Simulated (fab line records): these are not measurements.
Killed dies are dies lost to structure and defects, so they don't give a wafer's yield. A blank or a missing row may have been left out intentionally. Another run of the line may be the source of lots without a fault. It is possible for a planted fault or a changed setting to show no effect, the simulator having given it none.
Chamber matching ; flow nand-harc ; rie-diel-09 running NHARC_P_M1_DESCUM_14: 4 sister chambers
The step chemistry O2, time 3 s. 8 wafers are shown with their chamber, then 9 later ones without.

WAFERS WITH THEIR CHAMBER
wafer;chamber;showerhead-plenum-p-Torr (Torr);oes-product-au (a.u.)
L074.6;0;1.93;0.995
L082.6;2;2.03;0.997
L087.3;3;1.77;0.992
L087.4;0;1.93;0.991
L087.5;1;1.81;0.991
L088.2;3;1.77;1.001
L088.5;1;1.81;0.991
L088.6;2;2.02;1.005

WAFERS WITHOUT THEIR CHAMBER
wafer;showerhead-plenum-p-Torr (Torr);oes-product-au (a.u.)
L094.1;1.93;0.990
L094.2;1.77;0.994
L094.4;1.81;0.993
L095.1;2.02;0.997
L095.3;1.77;0.985
L095.4;1.81;0.995
L097.3;1.81;0.990
L097.4;1.93;0.993
L097.5;1.93;0.983

WHICH CHAMBER EACH WENT THROUGH
wafer;from the rows above;in truth
L094.1;0;0
L094.2;3;3
L094.4;1;1
L095.1;2;2
L095.3;3;3
L095.4;1;1
L097.3;1;1
L097.4;0;0
L097.5;0;0
Placed correctly: 9 of 9. Can't be placed from these rows: 0. 0 placed wrongly.
How it was worked out, from the rows above alone: a wafer's distance from a chamber is the root of the sum, over the readings, of the square of ((its reading less the chamber's mean) divided by the reading's scatter). The wafer belongs to the nearest chamber; if the next one is less than 2 further off, it can't be placed. Each chamber's mean is taken over the wafers shown for it. The scatter: the root of (the sum of the squares of (reading less its chamber's mean) over the shown wafers, divided by (wafers less chambers)).
